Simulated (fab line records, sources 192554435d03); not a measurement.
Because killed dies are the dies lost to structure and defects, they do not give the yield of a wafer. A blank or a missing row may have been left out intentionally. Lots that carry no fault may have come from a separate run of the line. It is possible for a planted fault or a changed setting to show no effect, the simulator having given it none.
Which tool is to blame?	flow n5 finfet	18 lots with 54 wafers sampled at 6 steps, on a route of 1938 steps

## WHAT EACH GAUGE READ, for each wafer
The record lacks any reading of a measuring or inspecting step that a usual standard deviation could be used to judge.

## TOOL THAT RAN EACH LOT (tool first, then ch and the chambers of the sampled wafers, then the start)
lot	N5_BEOL_M1_ALD_98	N5_BEOL_M1_ETCHBACK_99	N5_BEOL_M1_VIA_ETCH_34	N5_BEOL_M1_TRENCH_ETCH_37	N5_BEOL_M1_ALD_84	N5_BEOL_M1_ANNEAL_49
L074	ald sin-04 ch 1,2,3, day 6 03:04	rie diel-05 ch 1,2,3, day 6 21:41	rie diel-05 ch 1,2,3, day 6 21:49	rie diel-05 ch 1,2,3, day 6 22:33 or earlier	ald metal-01 ch 1,2,3, day 6 22:33	pvd sputter-01, day 6 23:05
L075	ald sin-03 ch 0,1,3, day 6 11:10	rie diel-02 ch 0,1,3, day 7 03:49	rie diel-02 ch 0,1,3, day 7 03:57	rie diel-02 ch 0,1,3, day 7 04:53 or earlier	ald metal-01 ch 0,1,2, day 7 04:53	pvd sputter-02, day 7 05:30
L077	ald sin-01 ch 0,2,3, day 6 18:31	rie diel-02 ch 1,2,3, day 7 04:41	rie diel-02 ch 1,2,3, day 7 04:50	rie diel-02 ch 1,2,3, day 7 05:24 or earlier	ald metal-04 ch 1,2,3, day 7 05:24	pvd sputter-02, day 7 07:20
L079	ald sin-04 ch 0,1,3, day 7 01:02	rie diel-05 ch 0,1,3, day 7 12:38	rie diel-05 ch 0,1,3, day 7 12:46	rie diel-05 ch 0,1,3, day 7 13:49 or earlier	ald metal-01 ch 0,1,2, day 7 13:49	pvd sputter-02, day 7 14:40
L080	ald sin-03 ch 2,3, day 7 14:01	rie diel-05 ch 1,3, day 7 15:26	rie diel-05 ch 1,3, day 7 15:34	rie diel-05 ch 1,3, day 7 16:36 or earlier	ald metal-04 ch 0,2,3, day 7 16:36	pvd sputter-02, day 7 17:23
L081	ald sin-01 ch 0,2,3, day 7 22:02	rie diel-05 ch 0,1, day 8 05:53	rie diel-05 ch 0,1, day 8 06:01	rie diel-05 ch 0,1, day 8 06:46 or earlier	ald metal-03 ch 1,2, day 8 06:46	pvd sputter-03, day 8 07:32
L083	ald sin-04 ch 0,3, day 8 02:06	rie diel-06 ch 0,1, day 8 14:26	rie diel-06 ch 0,1, day 8 14:35	rie diel-06 ch 0,1, day 8 15:23 or earlier	ald metal-01 ch 0,2,3, day 8 15:23	pvd sputter-01, day 8 16:07
L082	ald sin-01 ch 1,3, day 8 03:04	rie diel-05 ch 0,1,2, day 8 17:28	rie diel-05 ch 0,1,2, day 8 17:37	rie diel-05 ch 0,1,2, day 8 18:19 or earlier	ald metal-01 ch 1,2,3, day 8 18:19	pvd sputter-01, day 8 18:56
L084	ald sin-01 ch 0,2, day 8 16:55	rie diel-05 ch 1,2,3, day 8 23:56	rie diel-05 ch 1,2,3, day 9 00:04	rie diel-05 ch 1,2,3, day 9 01:04 or earlier	ald metal-01 ch 1,2,3, day 9 01:04	pvd sputter-02, day 9 01:50
L085	ald sin-03 ch 1,2,3, day 8 22:03	rie diel-06 ch 2,3, day 9 04:05	rie diel-06 ch 2,3, day 9 04:13	rie diel-06 ch 2,3, day 9 04:52 or earlier	ald metal-04 ch 0,1,3, day 9 04:52	pvd sputter-03, day 9 05:34
L088	ald sin-01 ch 1,2,3, day 9 19:32	rie diel-02 ch 1,2,3, day 10 09:07	rie diel-02 ch 1,2,3, day 10 09:14	rie diel-02 ch 1,2,3, day 10 10:02 or earlier	ald metal-03 ch 1,2,3, day 10 10:02	pvd sputter-02, day 10 10:38
L089	ald sin-01 ch 1,2,3, day 9 20:56	rie diel-05 ch 0,2,3, day 10 09:08	rie diel-05 ch 0,2,3, day 10 09:17	rie diel-05 ch 0,2,3, day 10 10:03 or earlier	ald metal-04 ch 0,1,2, day 10 10:03	pvd sputter-03, day 10 10:42
L090	ald sin-01 ch 1,2,3, day 10 11:23	rie diel-05 ch 1,2,3, day 10 12:17	rie diel-05 ch 1,2,3, day 10 12:26	rie diel-05 ch 1,2,3, day 10 13:13 or earlier	ald metal-04 ch 0,2,3, day 10 13:13	pvd sputter-03, day 10 13:46
L093	ald sin-04 ch 2,3, day 11 02:50	rie diel-05 ch 1,3, day 11 06:10	rie diel-05 ch 1,3, day 11 06:18	rie diel-05 ch 1,3, day 11 07:15 or earlier	ald metal-04 ch 1,2,3, day 11 07:15	pvd sputter-03, day 11 08:04
L094	ald sin-01 ch 1,2,3, day 11 05:05	rie diel-02 ch 1,2,3, day 11 09:18	rie diel-02 ch 1,2,3, day 11 09:26	rie diel-02 ch 1,2,3, day 11 10:14 or earlier	ald metal-03 ch 0,1,2, day 11 10:14	pvd sputter-02, day 11 10:53
L095	ald sin-04 ch 0,2, day 11 07:47	rie diel-05 ch 0,1,3, day 11 09:41	rie diel-05 ch 0,1,3, day 11 09:50	rie diel-05 ch 0,1,3, day 11 10:50 or earlier	ald metal-01 ch 2,3, day 11 10:50	pvd sputter-02, day 11 12:43
L096	ald sin-03 ch 1,2,3, day 11 15:19	rie diel-02 ch 1,3, day 11 16:13	rie diel-02 ch 1,3, day 11 16:20	rie diel-02 ch 1,3, day 11 17:01 or earlier	ald metal-04 ch 0,2,3, day 11 17:01	pvd sputter-01, day 11 17:37
L097	ald sin-01 ch 0,1,2, day 11 23:35	rie diel-06 ch 0,1, day 12 18:55	rie diel-06 ch 0,1, day 12 19:03	rie diel-06 ch 0,1, day 12 19:59 or earlier	ald metal-03 ch 1,2, day 12 19:59	pvd sputter-01, day 12 20:47
- N5_BEOL_M1_ALD_98: deposits SiO2, target thk 2.5 nm, pulse time 1 s, co reactant pulse time 1 s.
- N5_BEOL_M1_ETCHBACK_99: etches SiO2 in CHF3, target depth 5 nm, time 10.4 s.
- N5_BEOL_M1_VIA_ETCH_34: etches the open film in C4F6/O2, target depth 67.8 nm, time 64.4 s.
- N5_BEOL_M1_TRENCH_ETCH_37: etches SiOC in C4F6/O2, target depth 55.207 nm, time 29 s.
- N5_BEOL_M1_ALD_84: deposits TaN, pulse time 2 s, purge time 3 s, co reactant purge time 2 s.
- N5_BEOL_M1_ANNEAL_49: time 240 s.

## WHAT THE TOOLS THEMSELVES READ (means of the sampled wafers that have a number; where no wafer has one, the mark that the record gives instead)
N5_BEOL_M1_ALD_98.
lot	tool	heater power w (W)	precursor pulse height rel	susceptor temp C (C)
L074	ald sin-04	84	1.000	99.99
L075	ald sin-03	77	1.012	99.88
L077	ald sin-01	84	0.970	99.91
L079	ald sin-04	78	1.019	100.10
L080	ald sin-03	81	1.000	99.88
L081	ald sin-01	84	1.002	100.09
L083	ald sin-04	80	0.992	100.18
L082	ald sin-01	90	1.001	99.99
L084	ald sin-01	88	1.014	100.00
L085	ald sin-03	77	1.010	100.02
L088	ald sin-01	92	1.007	99.92
L089	ald sin-01	92	1.016	99.92
L090	ald sin-01	91	1.002	100.18
L093	ald sin-04	94	0.999	99.91
L094	ald sin-01	91	0.979	100.02
L095	ald sin-04	87	0.984	100.10
L096	ald sin-03	78	0.995	99.99
L097	ald sin-01	86	1.003	99.94

N5_BEOL_M1_ETCHBACK_99.
lot	tool	drypump motor current A (A)	mfc ar sccm (sccm)	oes_ar_750_au (a.u.)	oes product au (a.u.)	rf fwd power W (W)	rf vpp V (V)	showerhead plenum p Torr (Torr)	throttle valve pct (%)
L074	rie diel-05	5.6	200.1	0.87	0.87	212.6	238.7	2.15	16.91
L075	rie diel-02	5.7	199.6	0.76	0.75	212.9	240.2	2.20	17.19
L077	rie diel-02	5.8	200.8	0.78	0.78	211.1	241.5	2.16	17.14
L079	rie diel-05	5.7	200.1	0.86	0.87	213.4	239.4	2.13	16.99
L080	rie diel-05	5.3	199.7	0.92	0.92	212.6	237.9	2.11	16.95
L081	rie diel-05	5.5	200.2	0.83	0.84	213.3	237.0	2.13	17.02
L083	rie diel-06	5.8	200.1	0.77	0.78	212.9	240.8	2.08	17.34
L082	rie diel-05	5.8	200.0	0.78	0.77	213.0	239.3	2.16	17.00
L084	rie diel-05	5.6	199.6	0.84	0.85	212.6	238.9	2.15	16.93
L085	rie diel-06	5.5	200.4	0.89	0.88	212.0	240.8	2.22	16.90
L088	rie diel-02	5.8	200.6	0.77	0.76	211.7	241.0	2.15	17.19
L089	rie diel-05	5.9	199.8	0.78	0.77	211.9	240.6	2.16	16.99
L090	rie diel-05	5.6	199.9	0.83	0.83	212.9	239.0	2.14	16.94
L093	rie diel-05	5.3	199.9	0.86	0.87	213.7	238.3	2.11	16.99
L094	rie diel-02	5.8	199.4	0.76	0.76	211.9	241.7	2.15	17.20
L095	rie diel-05	5.6	199.9	0.82	0.82	212.7	239.6	2.12	17.04
L096	rie diel-02	6.0	199.9	0.76	0.76	212.0	242.8	2.21	17.33
L097	rie diel-06	5.9	199.5	0.76	0.75	213.3	241.1	2.07	17.39

N5_BEOL_M1_VIA_ETCH_34.
lot	tool	drypump motor current A (A)	mfc ar sccm (sccm)	oes_ar_750_au (a.u.)	oes_o_777_au (a.u.)	oes product au (a.u.)	rf fwd power W (W)	rf vpp V (V)	showerhead plenum p Torr (Torr)	throttle valve pct (%)
L074	rie diel-05	5.6	300.8	0.87	0.87	0.87	346.7	662	2.84	30.65
L075	rie diel-02	5.7	300.2	0.76	0.76	0.75	346.1	668	2.91	30.85
L077	rie diel-02	5.8	300.0	0.78	0.79	0.79	346.9	668	2.85	30.80
L079	rie diel-05	5.6	299.6	0.86	0.85	0.87	347.9	662	2.82	30.80
L080	rie diel-05	5.3	300.4	0.91	0.91	0.92	346.4	659	2.80	30.78
L081	rie diel-05	5.5	300.9	0.83	0.83	0.84	346.9	658	2.81	30.78
L083	rie diel-06	5.9	300.7	0.78	0.78	0.78	348.5	667	2.75	31.07
L082	rie diel-05	5.8	300.1	0.77	0.78	0.78	346.4	661	2.85	30.65
L084	rie diel-05	5.6	300.6	0.84	0.84	0.85	345.5	662	2.84	30.67
L085	rie diel-06	5.5	300.7	0.88	0.88	0.89	346.5	667	2.92	30.60
L088	rie diel-02	5.8	299.8	0.77	0.76	0.76	346.6	668	2.84	30.82
L089	rie diel-05	5.9	299.2	0.78	0.77	0.77	348.1	666	2.85	30.70
L090	rie diel-05	5.6	299.8	0.82	0.82	0.82	346.5	661	2.83	30.66
L093	rie diel-05	5.3	299.1	0.86	0.86	0.87	347.3	659	2.78	30.80
L094	rie diel-02	5.8	299.9	0.75	0.76	0.76	347.5	666	2.84	30.83
L095	rie diel-05	5.7	299.7	0.82	0.81	0.82	348.1	661	2.80	30.82
L096	rie diel-02	6.1	299.9	0.76	0.76	0.76	346.2	669	2.92	31.01
L097	rie diel-06	5.8	300.8	0.75	0.76	0.75	348.1	667	2.73	31.09

N5_BEOL_M1_TRENCH_ETCH_37.
lot	tool	drypump motor current A (A)	mfc ar sccm (sccm)	oes_ar_750_au (a.u.)	oes_o_777_au (a.u.)	oes product au (a.u.)	rf fwd power W (W)	rf vpp V (V)	showerhead plenum p Torr (Torr)	throttle valve pct (%)
L074	rie diel-05	5.6	298.4	0.87	0.87	0.87	349.6	662	2.85	20.71
L075	rie diel-02	5.7	300.2	0.76	0.76	0.75	350.0	668	2.91	20.98
L077	rie diel-02	5.8	300.2	0.79	0.79	0.78	349.5	668	2.86	20.93
L079	rie diel-05	5.7	299.0	0.86	0.85	0.87	350.7	662	2.82	20.81
L080	rie diel-05	5.3	300.1	0.91	0.91	0.92	350.0	659	2.80	20.78
L081	rie diel-05	5.5	300.1	0.83	0.84	0.85	351.4	658	2.81	20.85
L083	rie diel-06	5.9	301.0	0.78	0.78	0.78	351.6	667	2.75	21.14
L082	rie diel-05	5.8	299.9	0.77	0.77	0.77	349.5	662	2.86	20.78
L084	rie diel-05	5.6	299.2	0.84	0.84	0.84	349.2	662	2.84	20.73
L085	rie diel-06	5.5	300.0	0.89	0.88	0.89	349.0	667	2.93	20.69
L088	rie diel-02	5.8	300.5	0.76	0.76	0.76	349.2	667	2.85	20.97
L089	rie diel-05	5.9	299.9	0.78	0.77	0.77	350.3	666	2.86	20.77
L090	rie diel-05	5.6	300.6	0.82	0.82	0.83	349.4	662	2.84	20.74
L093	rie diel-05	5.3	299.0	0.86	0.86	0.87	350.2	658	2.79	20.83
L094	rie diel-02	5.8	299.8	0.75	0.76	0.76	349.2	668	2.84	20.98
L095	rie diel-05	5.6	300.5	0.82	0.81	0.82	350.3	662	2.81	20.86
L096	rie diel-02	6.1	299.2	0.75	0.76	0.75	349.4	669	2.92	21.13
L097	rie diel-06	5.9	298.9	0.75	0.76	0.76	351.6	667	2.74	21.18

N5_BEOL_M1_ALD_84.
lot	tool	heater power w (W)	precursor vessel temp c (C)	susceptor temp C (C)
L074	ald metal-01	491	75.03	275.07
L075	ald metal-01	470	75.00	274.84
L077	ald metal-04	413	74.92	274.87
L079	ald metal-01	462	74.99	275.06
L080	ald metal-04	391	75.08	274.87
L081	ald metal-03	449	75.03	275.04
L083	ald metal-01	458	74.90	275.07
L082	ald metal-01	495	75.06	274.93
L084	ald metal-01	496	74.96	275.13
L085	ald metal-04	411	75.01	274.93
L088	ald metal-03	438	75.04	275.21
L089	ald metal-04	399	74.98	274.86
L090	ald metal-04	384	75.03	275.03
L093	ald metal-04	412	74.88	275.19
L094	ald metal-03	404	75.03	275.03
L095	ald metal-01	483	74.95	275.09
L096	ald metal-04	392	75.06	274.87
L097	ald metal-03	453	74.96	275.08

N5_BEOL_M1_ANNEAL_49.
lot	tool	heater power w (W)	susceptor temp C (C)
L074	pvd sputter-01	750	399.96
L075	pvd sputter-02	759	399.90
L077	pvd sputter-02	791	399.89
L079	pvd sputter-02	790	400.01
L080	pvd sputter-02	763	399.94
L081	pvd sputter-03	842	399.70
L083	pvd sputter-01	759	399.82
L082	pvd sputter-01	712	400.19
L084	pvd sputter-02	816	400.02
L085	pvd sputter-03	850	399.96
L088	pvd sputter-02	821	399.94
L089	pvd sputter-03	842	400.22
L090	pvd sputter-03	858	399.91
L093	pvd sputter-03	857	400.07
L094	pvd sputter-02	805	400.05
L095	pvd sputter-02	762	400.01
L096	pvd sputter-01	851	399.90
L097	pvd sputter-01	831	399.95

## THE ANSWER, worked out from the rows above alone
Rule: usual is defined by the lots themselves. The widest of any qualifying gaps counts: lots, ordered by their means at a reading, are off when they make up no more than a third of the lots, leave a main group of 4 or more, and stand apart from it by 3 or more times the standard deviation of that group's means. Not used: any main group whose means are identical at the precision the tables above print for the reading. Also off: a lot with no number at a reading for which 4 or more lots have one. Any other lot the step has rows for is counted as sound. First the gauges in route order, then the tools' own readings, where a lot's mean is used as printed above. The first step at which some lot is off is used, and at that step the reading that is off furthest; a lot without a number counts as furthest.
Across all readings shown, no lot is off: no conclusion can be drawn from this.

## WHAT THE SIMULATOR HAD INSERTED
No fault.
